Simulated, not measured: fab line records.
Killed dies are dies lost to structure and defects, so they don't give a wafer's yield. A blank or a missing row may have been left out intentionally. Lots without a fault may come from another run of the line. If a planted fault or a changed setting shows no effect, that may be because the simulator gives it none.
Matching of chambers	flow nand harc	NHARC_A_STAIRCASE_DEP_471 on pecvd-01: 3 sister chambers
The step deposits SiO2, target thk 100 nm. 3 wafers are shown with their chamber, then 8 later ones without.

WAFERS PAIRED WITH THEIR CHAMBERS
wafer	chamber	heater power w (W)
L082.5	0	470
L083.5	2	620
L085.2	1	647

WAFERS MISSING THEIR CHAMBER
wafer	heater power w (W)
L085.3	610
L085.5	648
L092.1	612
L092.3	543
L092.5	633
L095.1	545
L095.4	541
L095.6	630

CHAMBER TAKEN BY EACH
wafer	from the rows above	in truth
L085.3	can't be placed: 2 or 1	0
L085.5	can't be placed: 1 or 2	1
L092.1	can't be placed: 2 or 1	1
L092.3	can't be placed: 0 or 2 or 1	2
L092.5	can't be placed: 2 or 1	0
L095.1	can't be placed: 0 or 2 or 1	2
L095.4	can't be placed: 0 or 2 or 1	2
L095.6	can't be placed: 2 or 1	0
Correct placement for 0 of the 8. These rows do not allow placing 8 (true chamber among the candidates in 5). Placed wrongly: 0.
How it was worked out, from the rows above alone: a wafer's distance from a chamber is the root of the sum, over the readings, of the square of ((its reading less the chamber's mean) divided by the reading's scatter). If the next closest chamber is less than 2 further off than the closest, the wafer can't be placed; otherwise it belongs to the closest. The mean given for a chamber averages the wafers shown for that chamber. The scatter (one wafer shown for each chamber): square how far every hidden wafer sits from the nearest shown wafer, average those squares and take the square root.
